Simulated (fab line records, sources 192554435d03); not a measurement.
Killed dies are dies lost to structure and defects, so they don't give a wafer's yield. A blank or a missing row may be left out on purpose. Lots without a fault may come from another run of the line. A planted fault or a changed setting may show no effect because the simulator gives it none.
A struck lot beside a sound one | flow n5_finfet | 18 steps out of a route of 1938
Sound: wafers L538.3, L538.5, L538.6. Struck: wafers L542.1, L542.3, L542.6. The cause comes at the end.
At each step with rows: each side's tool, then ch and its chambers, then its first start. Under that, the readings that differ: sound wafers | struck wafers | difference of the means | sigmas: that difference in standard deviations of wafers without a fault.
alike: readings whose means differ by less than 2 such deviations, and words and numbers that are the same on both sides. not compared: withheld readings, readings that some wafer has no value for, bounds like >300 that may hide the same value, and numbers for which the record gives no deviation and whose values overlap.
The two part at a step that has a row with sigmas, a row that says differs or no value, or rows on one side only. Numbers that don't overlap but have no deviation are shown without sigmas and don't part them. A reading that every wafer of one side lacks parts them only if that side has two wafers or more.

first, 4 steps without rows for these wafers: N5_HKMG_FIN_PRECLEAN_64 (cleans in dHF, time 30 s); N5_HKMG_FIN_WET_ETCH_65 (etches a-Si in TMAH, stops on TiN, time 49 s, target depth 3 nm); N5_HKMG_FIN_WET_ETCH_81 (etches TiN in SC1, stops on HfO2, time 57 s, target depth 6 nm); N5_HKMG_FIN_WET_ETCH_82 (etches La2O3 in dHCl, stops on HfO2, target depth 2 nm, rinse time 30 s).
N5_HKMG_FIN_ALD_36: deposits TiN, target thk 1 nm, pulse time 1 s, purge time 3 s.
  sound on ald_metal-04 ch 0,1, day 4 13:38; struck on ald_metal-01 ch 0,1,3, day 5 13:27
  alike: heater_power_w, precursor_pulse_height_rel
N5_HKMG_FIN_THK_MEAS_70: measures by xrf.
  sound on film_metro-01, day 4 13:55; struck on film_metro-02, day 5 13:44
  alike: HK_THK
N5_HKMG_FIN_PWFM_ALD_03: deposits TiN, target thk 2 nm, pulse time 1 s, purge time 3 s.
  sound on ald_metal-01 ch 0,2,3, day 4 13:58; struck on ald_metal-04 ch 0,2, day 5 13:46
  alike: heater_power_w, precursor_pulse_height_rel
then, 5 steps without rows for these wafers: N5_HKMG_FIN_COAT_29 (time 60 s, resist thk 300 nm); N5_HKMG_FIN_COAT_30 (time 60 s, resist thk 35 nm); N5_HKMG_FIN_COAT_06 (resist thk 90 nm); N5_HKMG_FIN_EBR_08; N5_HKMG_FIN_SOFTBAKE_07 (time 60 s).
N5_HKMG_FIN_EXPOSE_09: exposes mask NWFM.
  sound on arfi_scanner-02 ch 0, day 4 14:34; struck on arfi_scanner-02 ch 0, day 5 14:21
  reading              | sound             | struck            | difference | sigmas
  exposure_dose_mJ_cm2 | 39.13 39.14 39.21 | 47.18 47.16 47.15 | +8.00      | +28
  alike: mask
then, 2 steps without rows for these wafers: N5_HKMG_FIN_PEB_10 (peb time 60 s); N5_HKMG_FIN_DEVELOP_11 (develop time 30 s).
N5_HKMG_FIN_CD_MEAS_12: target cd 92.8 nm.
  sound on cd_sem-03 ch 0, day 4 14:40; struck on cd_sem-01 ch 0, day 5 14:28
  reading    | sound          | struck            | difference | sigmas
  cd_nm (nm) | 92.8 92.2 93.3 | 104.8 104.0 104.2 | +11.6      | +17
N5_HKMG_FIN_OVL_MEAS_13:
  sound on overlay-02 ch 0, day 4 14:42; struck on overlay-02 ch 0, day 5 14:31
  alike: NWFM_OVL
then, 1 step without rows for these wafers: N5_PASSIVATION_PROBE_49.

WHERE THEY PART
First at N5_HKMG_FIN_EXPOSE_09; last, within this record, at N5_HKMG_FIN_CD_MEAS_12. Later steps at which nothing parts them and some readings are alike: N5_HKMG_FIN_OVL_MEAS_13.

WHY: what the simulator had put in
Process parameter drift: arfi_scanner-02, from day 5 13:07 on, at N5_HKMG_FIN_EXPOSE_09. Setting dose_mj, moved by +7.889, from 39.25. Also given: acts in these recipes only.
